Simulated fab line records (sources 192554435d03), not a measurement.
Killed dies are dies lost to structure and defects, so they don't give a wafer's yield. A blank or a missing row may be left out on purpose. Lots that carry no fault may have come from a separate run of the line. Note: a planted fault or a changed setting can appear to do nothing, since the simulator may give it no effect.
Split-lot study | flow n5Finfet | 21 wafers read from 7 lots, route of 1938 steps

## ON THE SPLIT
At N5_BEOL_M9_HM_DEP_02 (deposits TiN, target thk 20 nm), the setting targetThkA was moved away from the recipe's 200 angstrom on 14 of the 21 wafers read, by -9.2% to +10.1%. For the rest of the wafers, this setting stayed at what the recipe calls for.

## FROM THE SPLIT TO THE READING: what the file shows between them, 4 steps
- N5_BEOL_M9_COAT_59: time 60 s, resist thk 100 nm
- N5_BEOL_M9_COAT_60: time 60 s, resist thk 30 nm
- N5_BEOL_M9_STRIP_68: strips in N2/H2
- N5_BEOL_M9_STRIP_67: strips in CF4

## THE READING
etch.depthNm (the simulator's own value, which no gauge read), in nm, at N5_BEOL_M9_HM_OPEN_17 (chemistry Cl2/BCl3, target TiN, target depth 20 nm, overetch 6 nm). The file does not state a usual value for it. Average 19.99 nm, standard deviation 0.14 nm, over the 7 wafers here run with the recipe.

wafer  | tool, chamber at the split | targetThkA as run, angstrom | against the recipe | etch.depthNm, nm | against lot-mates on the recipe
L074.1 | pvdSputter-02, -           | 182.1                       | -9.0%              | 18.15            | -1.82
L074.4 | pvdSputter-02, -           | 182.1                       | -9.0%              | 18.2             | -1.77
L074.5 | pvdSputter-02, -           | 200                         | recipe             | 19.97            | -
L077.1 | pvdSputter-03, -           | 181.6                       | -9.2%              | 18.03            | no lot-mate on the recipe
L077.3 | pvdSputter-03, -           | 181.6                       | -9.2%              | 18.19            | no lot-mate on the recipe
L077.5 | pvdSputter-03, -           | 181.6                       | -9.2%              | 18.17            | no lot-mate on the recipe
L079.2 | pvdSputter-02, -           | 200                         | recipe             | 20.07            | -
L079.4 | pvdSputter-02, -           | 200                         | recipe             | 20.14            | -
L079.6 | pvdSputter-02, -           | 200                         | recipe             | 20.14            | -
L080.2 | pvdSputter-03, -           | 200                         | recipe             | 19.9             | -
L080.4 | pvdSputter-03, -           | 200                         | recipe             | 19.7             | -
L080.5 | pvdSputter-03, -           | 220.1                       | +10.1%             | 21.77            | +1.97
L083.1 | pvdSputter-01, -           | 187.1                       | -6.5%              | 18.92            | no lot-mate on the recipe
L083.4 | pvdSputter-01, -           | 187.1                       | -6.5%              | 18.74            | no lot-mate on the recipe
L083.6 | pvdSputter-01, -           | 187.1                       | -6.5%              | 18.76            | no lot-mate on the recipe
L094.1 | pvdSputter-03, -           | 214.8                       | +7.4%              | 21.32            | no lot-mate on the recipe
L094.3 | pvdSputter-03, -           | 214.8                       | +7.4%              | 21.31            | no lot-mate on the recipe
L094.6 | pvdSputter-03, -           | 214.8                       | +7.4%              | 21.46            | no lot-mate on the recipe
L095.2 | pvdSputter-02, -           | 209.4                       | +4.7%              | 20.87            | +0.84
L095.3 | pvdSputter-02, -           | 200                         | recipe             | 20.03            | -
L095.5 | pvdSputter-02, -           | 209.4                       | +4.7%              | 21.18            | +1.15

THE FIT
A straight line over all 21 wafers: etch.depthNm changes by +0.194 nm for each +1% of targetThkA; r = +0.99; the points scatter about the line by 0.14 nm.
The same after taking each lot's own level away (the mean of its wafers on the recipe; 12 wafers): +0.201 nm for each +1%; r = +1.00; scatter 0.089 nm.
On that fit, the largest move of targetThkA shifts the reading by 2 nm.
Across the lots, their own levels run from 19.800 to 20.117 nm, a range of 2.2 times the standard deviation given above.
Consequently the slope shifts little with the lot-to-lot level, the two slopes agreeing.
Check: +2.06 nm against its lot-mates is what the line predicts for one of the wafers moved furthest among these (+10.1%) when that wafer is left out of the fit. It came out at +1.97 nm against them.

## THE WHOLE CHAIN: every reading that the file lists as answering this split, in the file's order
step                  | what it does                                                      | reading                                                                         | change (the file's fit)               | r (the file's)
N5_BEOL_M9_HM_DEP_02  | deposits TiN, target thk 20 nm                                    | TiN_of_BEOL_M9_HM_DEP_02.thkNm (the simulator's own value, which no gauge read) | +0.201 nm for each +1% of the setting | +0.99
N5_BEOL_M9_HM_OPEN_17 | chemistry Cl2/BCl3, target TiN, target depth 20 nm, overetch 6 nm | etch.depthNm (the simulator's own value, which no gauge read)                   | +0.199 nm for each +1% of the setting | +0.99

## FILE'S OWN FIT
etch.depthNm changes by +0.199 nm for each +1% of targetThkA, r = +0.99.
